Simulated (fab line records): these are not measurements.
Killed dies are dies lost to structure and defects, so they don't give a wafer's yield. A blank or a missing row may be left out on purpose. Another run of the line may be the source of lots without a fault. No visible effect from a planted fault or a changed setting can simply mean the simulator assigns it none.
What tool caused it? | flow nandHarc | route of 1302 steps, sampled at 1 step: 12 lots, 36 wafers

WHAT THE GAUGES READ, wafer by wafer
NHARC_A_SGD_CUT_THK_MEAS_22: measures by ellipsometry. Usual: thkNm reads 148.1 nm (standard deviation 1.7).
lot  | measured     | on           | thkNm (nm)        | flag
L942 | day 20 07:04 | filmMetro-01 | 147.7 150.1 148.1 | 
L943 | day 20 19:27 | filmMetro-01 | 146.7 148.5 146.3 | 
L945 | day 21 10:23 | filmMetro-01 | 149.5 149.2 150.1 | 
L946 | day 21 10:24 | filmMetro-02 | 144.9 148.6 147.6 | 
L948 | day 22 23:54 | filmMetro-01 | 146.3 148.6 149.3 | 
L954 | day 25 04:45 | filmMetro-02 | 149.8 149.4 147.2 | 
L955 | day 25 04:54 | filmMetro-02 | 148.9 147.1 149.1 | 
L957 | day 26 10:35 | filmMetro-01 | 151.0 148.9 150.9 | 
L959 | day 26 22:55 | filmMetro-01 | 149.6 148.0 149.9 | 
L958 | day 26 22:55 | filmMetro-02 | 147.3 150.1 148.6 | 
L961 | day 28 05:56 | filmMetro-01 | 146.4 149.8 149.1 | 
L963 | day 28 17:49 | filmMetro-01 | 150.0 150.1 144.7 | 

TOOL THAT RAN EACH LOT (tool first, then ch and the chambers of the sampled wafers, then the start)
The record holds no process step before these readings.

WHAT THE TOOLS THEMSELVES READ (means of the sampled wafers that have a number; where no wafer has one, the mark that the record gives instead)
The record holds no such reading with a usual standard deviation.

THE ANSWER, worked out from the rows above alone
Rule: lot off if the mean of its wafers having a number is beyond 3 standard deviations from the usual mean. A lot without any number at a reading at which 4 lots or more have one is off too. Any other lot the step has rows for is counted as sound. Order of review: gauges by route order, followed by the tools' own readings, for which a lot's mean as printed above is used. At the first step where some lot is off, the reading lying furthest off is the one used; lots without a number count as furthest.
Across all readings shown, no lot is off: no conclusion can be drawn from this.

WHAT THE SIMULATOR PUT IN
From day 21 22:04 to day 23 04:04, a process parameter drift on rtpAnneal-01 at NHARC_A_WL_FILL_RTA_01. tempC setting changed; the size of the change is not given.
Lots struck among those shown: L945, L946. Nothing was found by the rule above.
